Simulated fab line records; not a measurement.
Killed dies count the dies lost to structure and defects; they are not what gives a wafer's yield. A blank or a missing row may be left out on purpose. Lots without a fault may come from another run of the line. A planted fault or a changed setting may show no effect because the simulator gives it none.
Which tool was responsible? ; flow nand_harc ; 48 wafers from 16 lots sampled at 6 of the route's 1302 steps

== WHAT THE GAUGES READ, wafer by wafer ==
NHARC_P_M0_CD_MEAS_09: the cd target is 90 nm. Usual: cd_nm 89.9 nm, standard deviation 0.57.
lot;measured;on;cd_nm (nm);flag
L575;day 6 01:10;cd_sem-02;90.1 89.7 90.7;
L576;day 6 16:22;cd_sem-03;90.6 90.7 89.7;
L578;day 7 07:44;cd_sem-03;89.3 89.2 89.3;
L579;day 7 14:55;cd_sem-03;90.2 90.4 90.4;
L580;day 8 07:05;cd_sem-01;89.7 90.6 90.3;
L582;day 9 05:08;cd_sem-03;89.1 90.1 88.5;
L583;day 9 18:04;cd_sem-02;89.2 90.4 89.5;
L584;day 10 01:25;cd_sem-01;89.6 89.7 89.2;
L585;day 10 16:04;cd_sem-02;89.1 88.8 89.8;
L587;day 10 23:58;cd_sem-03;89.4 89.1 88.7;
L586;day 11 00:25;cd_sem-03;89.8 90.3 91.0;
L589;day 12 03:32;cd_sem-02;89.7 90.0 90.6;
L590;day 12 14:33;cd_sem-02;60.7 59.8 60.4;OFF
L593;day 13 16:02;cd_sem-02;68.0 66.9 68.0;OFF
L594;day 13 16:34;cd_sem-01;68.8 69.6 68.8;OFF
L596;day 14 17:00;cd_sem-03;69.7 69.5 69.6;OFF

NHARC_P_M0_CD_MEAS_16. Usual: cd_nm 89.9 nm, standard deviation 0.75.
lot;measured;on;cd_nm (nm);flag
L575;day 6 01:39;cd_sem-02;91.1 90.4 91.0;
L576;day 6 16:52;cd_sem-01;91.1 90.1 90.8;
L578;day 7 08:14;cd_sem-01;89.5 90.1 89.0;
L579;day 7 15:25;cd_sem-03;91.2 89.9 89.5;
L580;day 8 07:37;cd_sem-03;89.9 90.8 90.8;
L582;day 9 05:42;cd_sem-02;88.7 89.3 87.8;
L583;day 9 18:33;cd_sem-02;89.3 89.6 88.9;
L584;day 10 01:54;cd_sem-01;89.2 88.7 89.0;
L585;day 10 16:37;cd_sem-02;88.8 87.9 90.1;
L587;day 11 00:28;cd_sem-01;89.8 89.3 88.5;
L586;day 11 00:54;cd_sem-01;90.1 90.4 91.0;
L589;day 12 04:11;cd_sem-01;89.6 90.2 90.9;
L590;day 12 15:02;cd_sem-01;59.6 59.4 59.7;OFF
L593;day 13 16:34;cd_sem-02;68.2 67.6 68.1;OFF
L594;day 13 17:05;cd_sem-02;68.2 69.7 68.4;OFF
L596;day 14 17:33;cd_sem-02;69.6 68.7 68.6;OFF

== EACH LOT AND THE TOOL THAT RAN IT (in order: tool; ch and the chambers of the sampled wafers; start) ==
lot;NHARC_P_CONTACT_DEGAS_38;NHARC_P_CONTACT_CVD_23;NHARC_P_M0_EXPOSE_06;NHARC_P_M0_ETCH_34
L575;pvd_sputter-02, day 5 22:47;cvd_w-01 ch 0,1, day 6 01:01 or earlier;arfi_scanner-02 ch 0, day 6 01:01;rie_diel-06 ch 1,2, day 6 01:26
L576;pvd_sputter-03, day 6 14:06;cvd_w-01 ch 0,1, day 6 16:13 or earlier;arfi_scanner-02 ch 0, day 6 16:13;rie_diel-04 ch 0,3, day 6 16:37
L578;pvd_sputter-01, day 7 05:26;cvd_w-01 ch 0,1, day 7 07:36 or earlier;arfi_scanner-01 ch 0, day 7 07:36;rie_diel-04 ch 0,2,3, day 7 08:01
L579;pvd_sputter-01, day 7 12:32;cvd_w-01 ch 0,1, day 7 14:47 or earlier;arfi_scanner-03 ch 0, day 7 14:47;rie_diel-04 ch 0,1,2, day 7 15:12
L580;pvd_sputter-02, day 8 04:07;cvd_w-02 ch 1, day 8 06:56 or earlier;arfi_scanner-01 ch 0, day 8 06:56;rie_diel-06 ch 0,2,3, day 8 07:21
L582;pvd_sputter-03, day 9 02:53;cvd_w-02 ch 0,1, day 9 05:00 or earlier;arfi_scanner-02 ch 0, day 9 05:00;rie_diel-01 ch 0,1, day 9 05:24
L583;pvd_sputter-01, day 9 15:38;cvd_w-01 ch 0,1, day 9 17:55 or earlier;arfi_scanner-03 ch 0, day 9 17:55;rie_diel-04 ch 0,2, day 9 18:20
L584;pvd_sputter-02, day 9 23:01;cvd_w-02 ch 0, day 10 01:17 or earlier;arfi_scanner-02 ch 0, day 10 01:17;rie_diel-04 ch 1,2, day 10 01:41
L585;pvd_sputter-02, day 10 13:41;cvd_w-02 ch 0,1, day 10 15:56 or earlier;arfi_scanner-01 ch 0, day 10 15:56;rie_diel-06 ch 0,1,3, day 10 16:21
L587;pvd_sputter-02, day 10 21:41;cvd_w-02 ch 0,1, day 10 23:50 or earlier;arfi_scanner-01 ch 0, day 10 23:50;rie_diel-04 ch 1,2, day 11 00:14
L586;pvd_sputter-03, day 10 21:59;cvd_w-01 ch 0,1, day 11 00:16 or earlier;arfi_scanner-03 ch 0, day 11 00:16;rie_diel-01 ch 0,3, day 11 00:40
L589;pvd_sputter-01, day 12 01:07;cvd_w-01 ch 0,1, day 12 03:23 or earlier;arfi_scanner-02 ch 0, day 12 03:23;rie_diel-04 ch 2,3, day 12 03:58
L590;pvd_sputter-01, day 12 12:10;cvd_w-01 ch 0,1, day 12 14:25 or earlier;arfi_scanner-01 ch 0, day 12 14:25;rie_diel-04 ch 0,1,3, day 12 14:50
L593;pvd_sputter-02, day 13 13:39;cvd_w-02 ch 0,1, day 13 15:53 or earlier;arfi_scanner-01 ch 0, day 13 15:53;rie_diel-06 ch 1,2,3, day 13 16:19
L594;pvd_sputter-03, day 13 14:14;cvd_w-01 ch 0,1, day 13 16:26 or earlier;arfi_scanner-01 ch 0, day 13 16:26;rie_diel-06 ch 1,2,3, day 13 16:52
L596;pvd_sputter-02, day 14 14:36;cvd_w-01 ch 0,1, day 14 16:52 or earlier;arfi_scanner-01 ch 0, day 14 16:52;rie_diel-01 ch 1,3, day 14 17:16
- NHARC_P_CONTACT_DEGAS_38: time 60 s.
- NHARC_P_CONTACT_CVD_23: deposits W, target thk 200 nm, time 557 s.
- NHARC_P_M0_EXPOSE_06: exposes mask P M0, target cd 90 nm.
- NHARC_P_M0_ETCH_34: etches the open film in N2/H2, target depth 40 nm, overetch 12 nm, time 43.94 s.

== WHAT THE TOOLS THEMSELVES READ (means of the sampled wafers that have a number; where no wafer has one, the mark that the record gives instead) ==
NHARC_P_CONTACT_DEGAS_38. Usual: heater_power_w 483 W, standard deviation 40.
lot;tool;heater_power_w (W);flag
L575;pvd_sputter-02;510;
L576;pvd_sputter-03;436;
L578;pvd_sputter-01;485;
L579;pvd_sputter-01;474;
L580;pvd_sputter-02;526;
L582;pvd_sputter-03;482;
L583;pvd_sputter-01;482;
L584;pvd_sputter-02;528;
L585;pvd_sputter-02;526;
L587;pvd_sputter-02;538;
L586;pvd_sputter-03;439;
L589;pvd_sputter-01;454;
L590;pvd_sputter-01;459;
L593;pvd_sputter-02;518;
L594;pvd_sputter-03;455;
L596;pvd_sputter-02;499;

NHARC_P_CONTACT_CVD_23. Usual: heater_power_w 510 W, standard deviation 63; mfc_wf6_sccm 39.98 sccm, standard deviation 0.12; throttle_valve_pct 7.86 %, standard deviation 0.23.
lot;tool;heater_power_w (W);mfc_wf6_sccm (sccm);throttle_valve_pct (%);flag
L575;cvd_w-01;562;40.10;7.84;
L576;cvd_w-01;524;39.84;7.90;
L578;cvd_w-01;527;40.05;7.92;
L579;cvd_w-01;520;40.18;7.84;
L580;cvd_w-02;490;40.00;7.55;
L582;cvd_w-02;439;39.89;8.01;
L583;cvd_w-01;551;39.83;7.80;
L584;cvd_w-02;418;40.02;8.09;
L585;cvd_w-02;438;39.93;7.91;
L587;cvd_w-02;437;39.98;7.70;
L586;cvd_w-01;547;39.99;7.84;
L589;cvd_w-01;513;39.89;7.93;
L590;cvd_w-01;518;40.05;8.02;
L593;cvd_w-02;469;39.93;7.82;
L594;cvd_w-01;514;39.92;8.03;
L596;cvd_w-01;517;40.02;7.88;

NHARC_P_M0_EXPOSE_06. Usual: exposure_dose_mJ_cm2 81.19, standard deviation 0.08.
lot;tool;exposure_dose_mJ_cm2;flag
L575;arfi_scanner-02;81.19;
L576;arfi_scanner-02;81.23;
L578;arfi_scanner-01;81.16;
L579;arfi_scanner-03;81.12;
L580;arfi_scanner-01;81.26;
L582;arfi_scanner-02;81.11;
L583;arfi_scanner-03;81.18;
L584;arfi_scanner-02;81.25;
L585;arfi_scanner-01;81.22;
L587;arfi_scanner-01;81.09;
L586;arfi_scanner-03;81.14;
L589;arfi_scanner-02;81.23;
L590;arfi_scanner-01;50.21;OFF
L593;arfi_scanner-01;56.41;OFF
L594;arfi_scanner-01;58.31;OFF
L596;arfi_scanner-01;58.34;OFF

NHARC_P_M0_ETCH_34. Usual: drypump_motor_current_A 5.6 A, standard deviation 0.35; oes_product_au 0.996 a.u., standard deviation 0.01; rf_vpp_V 430.7 V, standard deviation 2.6; showerhead_plenum_p_Torr 2.04 Torr, standard deviation 0.091; throttle_valve_pct 14.171 %, standard deviation 0.0092.
lot;tool;drypump_motor_current_A (A);oes_product_au (a.u.);rf_vpp_V (V);showerhead_plenum_p_Torr (Torr);throttle_valve_pct (%);flag
L575;rie_diel-06;6.0;0.986;430.3;2.03;14.171;
L576;rie_diel-04;5.6;1.004;429.4;2.01;14.175;
L578;rie_diel-04;5.5;1.002;431.8;2.06;14.176;
L579;rie_diel-04;5.5;0.998;430.4;2.04;14.171;
L580;rie_diel-06;5.6;1.002;431.1;2.04;14.179;
L582;rie_diel-01;5.6;0.993;427.6;1.94;14.173;
L583;rie_diel-04;5.5;0.999;431.9;2.10;14.166;
L584;rie_diel-04;5.6;1.003;429.7;2.03;14.176;
L585;rie_diel-06;5.4;0.990;429.2;1.98;14.170;
L587;rie_diel-04;5.7;0.998;431.8;2.10;14.166;
L586;rie_diel-01;5.9;0.998;434.5;2.20;14.176;
L589;rie_diel-04;5.8;0.992;431.5;2.06;14.160;
L590;rie_diel-04;5.5;0.999;430.0;1.98;14.166;
L593;rie_diel-06;5.7;1.006;428.8;2.00;14.173;
L594;rie_diel-06;5.7;1.001;429.1;2.00;14.179;
L596;rie_diel-01;6.1;0.990;433.5;2.14;14.177;

== THE ANSWER, worked out from the rows above alone ==
Rule: a lot counts as off when the mean over its wafers that have a number is more than 3 standard deviations away from the usual mean. A lot without any number at a reading at which 4 lots or more have one is off too. Where the step has rows for the other lots, those lots are counted as sound. First the gauges in route order, then the tools' own readings, where a lot's mean is used as printed above. At the first step where some lot is off, the reading lying furthest off is the one used; lots without a number count as furthest.
Off, at NHARC_P_M0_CD_MEAS_09 on cd_nm: L590, L593, L594, L596.
A tool fits if, at a process step before that reading, it ran every lot that is off, and no sound lot after the first of them. Not tried: the gauges at NHARC_P_M0_CD_MEAS_09; whatever is off there is also off at NHARC_P_M0_EXPOSE_06, on other tools, and gauge error can't account for it. Because NHARC_P_CONTACT_CVD_23 lacks a start for some lots, the hours and order of its lots are taken from NHARC_P_M0_EXPOSE_06. One fits: NHARC_P_M0_EXPOSE_06 on arfi_scanner-01. Its last sound lot is L587 (day 10 23:50), its first lot that is off L590 (day 12 14:25): a fault that began between those two fits.
On the lots that are off, the tool's own readings at NHARC_P_M0_EXPOSE_06 differ by more than 5 times the standard deviation of the sound lots' means, which bears it out; exposure_dose_mJ_cm2 reads 55.82 there versus 81.18 on the sound lots.

== WHAT WAS PUT IN BY THE SIMULATOR ==
Process parameters drifting: arfi_scanner-01 at NHARC_P_M0_EXPOSE_06, beginning at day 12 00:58. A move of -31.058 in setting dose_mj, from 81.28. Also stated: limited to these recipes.
Struck lots among those shown: L590, L593, L594, L596. Same finding as the rule above.
